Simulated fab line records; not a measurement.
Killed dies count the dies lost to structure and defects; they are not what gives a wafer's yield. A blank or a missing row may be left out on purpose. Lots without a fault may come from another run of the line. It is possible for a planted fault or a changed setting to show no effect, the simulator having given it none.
Matching of chambers + flow n5_finfet + 4 sister chambers for N5_BEOL_M7_STRIP_67 on rie_diel-06
The step strips in CF4. 20 wafers are shown with their chamber, then 10 later ones without.

## EACH WAFER AND ITS CHAMBER
| wafer  | chamber | showerhead_plenum_p_Torr (Torr) | throttle_valve_pct (%) | oes_product_au (a.u.) |
|--------|---------|---------------------------------|------------------------|-----------------------|
| L074.1 | 1       | 1.67                            | 14.01                  | 0.75                  |
| L074.2 | 0       | 1.88                            | 13.62                  | 0.80                  |
| L074.3 | 3       | 1.92                            | 13.16                  | 0.95                  |
| L077.1 | 0       | 1.87                            | 13.63                  | 0.80                  |
| L077.5 | 0       | 1.87                            | 13.63                  | 0.81                  |
| L077.6 | 3       | 1.91                            | 13.17                  | 0.93                  |
| L076.1 | 3       | 1.91                            | 13.17                  | 0.95                  |
| L076.3 | 2       | 1.72                            | 13.96                  | 0.72                  |
| L076.4 | 0       | 1.87                            | 13.62                  | 0.80                  |
| L078.3 | 2       | 1.72                            | 13.97                  | 0.72                  |
| L078.4 | 0       | 1.87                            | 13.63                  | 0.80                  |
| L078.6 | 0       | 1.87                            | 13.64                  | 0.80                  |
| L080.1 | 2       | 1.72                            | 13.97                  | 0.71                  |
| L080.3 | 0       | 1.87                            | 13.65                  | 0.81                  |
| L080.5 | 2       | 1.72                            | 13.96                  | 0.72                  |
| L083.2 | 0       | 1.87                            | 13.66                  | 0.78                  |
| L083.5 | 0       | 1.87                            | 13.66                  | 0.79                  |
| L083.6 | 1       | 1.67                            | 14.05                  | 0.75                  |
| L085.1 | 1       | 1.67                            | 14.06                  | 0.73                  |
| L085.4 | 3       | 1.91                            | 13.21                  | 0.90                  |

SIGNATURES (means of the wafers above)
| reading                  | chamber 0 | chamber 1 | chamber 2 | chamber 3 | scatter within a chamber |
|--------------------------|-----------|-----------|-----------|-----------|--------------------------|
| showerhead_plenum_p_Torr | 1.8711    | 1.6700    | 1.7200    | 1.9125    | 0.0032                   |
| throttle_valve_pct       | 13.6378   | 14.0400   | 13.9650   | 13.1775   | 0.0176                   |
| oes_product_au           | 0.7989    | 0.7433    | 0.7175    | 0.9325    | 0.013                    |
Rule: a wafer's distance from a chamber is the root of the sum, over the readings, of the square of ((its reading less the chamber's mean) divided by the reading's scatter). If the next closest chamber is less than 2 further off than the closest, the wafer can't be placed; otherwise it belongs to the closest. How the scatter is found: for the shown wafers, subtract from each reading the mean of its chamber, square and add these, divide the total by (wafers less chambers), then take the root.

## WAFERS WHOSE CHAMBER IS MISSING
| wafer  | showerhead_plenum_p_Torr (Torr) | throttle_valve_pct (%) | oes_product_au (a.u.) |
|--------|---------------------------------|------------------------|-----------------------|
| L085.6 | 1.71                            | 13.98                  | 0.71                  |
| L088.1 | 1.87                            | 13.67                  | 0.78                  |
| L088.2 | 1.91                            | 13.24                  | 0.89                  |
| L088.6 | 1.87                            | 13.67                  | 0.78                  |
| L092.1 | 1.71                            | 14.03                  | 0.70                  |
| L092.2 | 1.67                            | 14.06                  | 0.73                  |
| L092.3 | 1.87                            | 13.71                  | 0.78                  |
| L095.2 | 1.90                            | 13.25                  | 0.88                  |
| L095.3 | 1.66                            | 14.11                  | 0.73                  |
| L095.6 | 1.71                            | 14.01                  | 0.70                  |

## THE CHAMBER EACH PASSED THROUGH
| wafer  | from the rows above | in truth |
|--------|---------------------|----------|
| L085.6 | 2                   | 2        |
| L088.1 | 0                   | 0        |
| L088.2 | 3                   | 3        |
| L088.6 | 0                   | 0        |
| L092.1 | 2                   | 2        |
| L092.2 | 1                   | 1        |
| L092.3 | 0                   | 0        |
| L095.2 | 3                   | 3        |
| L095.3 | 1                   | 1        |
| L095.6 | 2                   | 2        |
10 of 10 placed correctly. From these rows, 0 cannot be placed. Wrongly placed: 0.
